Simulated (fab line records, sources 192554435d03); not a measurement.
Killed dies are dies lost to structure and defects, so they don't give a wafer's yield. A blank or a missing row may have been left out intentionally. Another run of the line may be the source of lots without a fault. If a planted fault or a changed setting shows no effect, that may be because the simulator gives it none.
Matching of chambers / flow n5_finfet / N5_BEOL_M0_SAQP_ETCH_49 on rie_diel-01 has 4 sister chambers
The step etches SiO2 in CF4/O2, target depth 37 nm. 18 wafers are shown with their chamber, then 9 later ones without.

## WAFERS PAIRED WITH THEIR CHAMBERS
wafer=L074.1; chamber=3; drypump_motor_current_A (A)=6.3; throttle_valve_pct (%)=15.64; showerhead_plenum_p_Torr (Torr)=2.17
wafer=L074.4; chamber=0; drypump_motor_current_A (A)=4.8; throttle_valve_pct (%)=15.60; showerhead_plenum_p_Torr (Torr)=2.25
wafer=L074.5; chamber=1; drypump_motor_current_A (A)=5.2; throttle_valve_pct (%)=16.11; showerhead_plenum_p_Torr (Torr)=2.17
wafer=L075.4; chamber=3; drypump_motor_current_A (A)=6.3; throttle_valve_pct (%)=15.64; showerhead_plenum_p_Torr (Torr)=2.16
wafer=L075.5; chamber=0; drypump_motor_current_A (A)=4.8; throttle_valve_pct (%)=15.60; showerhead_plenum_p_Torr (Torr)=2.24
wafer=L075.6; chamber=1; drypump_motor_current_A (A)=5.2; throttle_valve_pct (%)=16.10; showerhead_plenum_p_Torr (Torr)=2.17
wafer=L076.2; chamber=1; drypump_motor_current_A (A)=5.2; throttle_valve_pct (%)=16.12; showerhead_plenum_p_Torr (Torr)=2.17
wafer=L076.3; chamber=3; drypump_motor_current_A (A)=6.4; throttle_valve_pct (%)=15.64; showerhead_plenum_p_Torr (Torr)=2.16
wafer=L076.4; chamber=0; drypump_motor_current_A (A)=4.8; throttle_valve_pct (%)=15.59; showerhead_plenum_p_Torr (Torr)=2.24
wafer=L078.1; chamber=3; drypump_motor_current_A (A)=6.4; throttle_valve_pct (%)=15.65; showerhead_plenum_p_Torr (Torr)=2.16
wafer=L078.4; chamber=1; drypump_motor_current_A (A)=5.2; throttle_valve_pct (%)=16.10; showerhead_plenum_p_Torr (Torr)=2.17
wafer=L078.6; chamber=1; drypump_motor_current_A (A)=5.2; throttle_valve_pct (%)=16.10; showerhead_plenum_p_Torr (Torr)=2.17
wafer=L079.1; chamber=0; drypump_motor_current_A (A)=4.8; throttle_valve_pct (%)=15.62; showerhead_plenum_p_Torr (Torr)=2.24
wafer=L079.3; chamber=3; drypump_motor_current_A (A)=6.4; throttle_valve_pct (%)=15.65; showerhead_plenum_p_Torr (Torr)=2.16
wafer=L079.6; chamber=3; drypump_motor_current_A (A)=6.4; throttle_valve_pct (%)=15.67; showerhead_plenum_p_Torr (Torr)=2.16
wafer=L086.1; chamber=3; drypump_motor_current_A (A)=6.4; throttle_valve_pct (%)=15.68; showerhead_plenum_p_Torr (Torr)=2.16
wafer=L086.3; chamber=2; drypump_motor_current_A (A)=6.1; throttle_valve_pct (%)=15.41; showerhead_plenum_p_Torr (Torr)=2.16
wafer=L086.5; chamber=0; drypump_motor_current_A (A)=4.8; throttle_valve_pct (%)=15.64; showerhead_plenum_p_Torr (Torr)=2.24

SIGNATURES (averages over the wafers above)
reading=drypump_motor_current_A; chamber 0=4.800; chamber 1=5.200; chamber 2=6.100; chamber 3=6.371; scatter within a chamber=0.0319
reading=throttle_valve_pct; chamber 0=15.6100; chamber 1=16.1060; chamber 2=15.4100; chamber 3=15.6529; scatter within a chamber=0.0157
reading=showerhead_plenum_p_Torr; chamber 0=2.2420; chamber 1=2.1700; chamber 2=2.1600; chamber 3=2.1614; scatter within a chamber=0.00344
Rule: distance of a wafer from a chamber = root of the sum over the readings of ((wafer's reading minus chamber's mean) / reading's scatter) squared. The wafer belongs to the nearest chamber; if the next one is less than 2 further off, it can't be placed. The scatter: the root of (the sum of the squares of (reading less its chamber's mean) over the shown wafers, divided by (wafers less chambers)).

## WAFERS WITHOUT THEIR CHAMBER
wafer=L091.2; drypump_motor_current_A (A)=6.4; throttle_valve_pct (%)=15.68; showerhead_plenum_p_Torr (Torr)=2.16
wafer=L091.3; drypump_motor_current_A (A)=5.2; throttle_valve_pct (%)=16.15; showerhead_plenum_p_Torr (Torr)=2.16
wafer=L091.6; drypump_motor_current_A (A)=5.2; throttle_valve_pct (%)=16.14; showerhead_plenum_p_Torr (Torr)=2.16
wafer=L094.1; drypump_motor_current_A (A)=5.2; throttle_valve_pct (%)=16.17; showerhead_plenum_p_Torr (Torr)=2.16
wafer=L094.5; drypump_motor_current_A (A)=6.4; throttle_valve_pct (%)=15.72; showerhead_plenum_p_Torr (Torr)=2.15
wafer=L094.6; drypump_motor_current_A (A)=4.7; throttle_valve_pct (%)=15.67; showerhead_plenum_p_Torr (Torr)=2.23
wafer=L095.2; drypump_motor_current_A (A)=6.3; throttle_valve_pct (%)=15.71; showerhead_plenum_p_Torr (Torr)=2.15
wafer=L095.3; drypump_motor_current_A (A)=5.2; throttle_valve_pct (%)=16.18; showerhead_plenum_p_Torr (Torr)=2.16
wafer=L095.4; drypump_motor_current_A (A)=6.1; throttle_valve_pct (%)=15.45; showerhead_plenum_p_Torr (Torr)=2.15

## WHICH CHAMBER EACH ONE RAN IN
wafer=L091.2; from the rows above=3; in truth=3
wafer=L091.3; from the rows above=1; in truth=1
wafer=L091.6; from the rows above=1; in truth=1
wafer=L094.1; from the rows above=1; in truth=1
wafer=L094.5; from the rows above=3; in truth=3
wafer=L094.6; from the rows above=0; in truth=0
wafer=L095.2; from the rows above=3; in truth=3
wafer=L095.3; from the rows above=1; in truth=1
wafer=L095.4; from the rows above=2; in truth=2
9 of 9 placed correctly. From these rows, 0 cannot be placed. 0 placed wrongly.
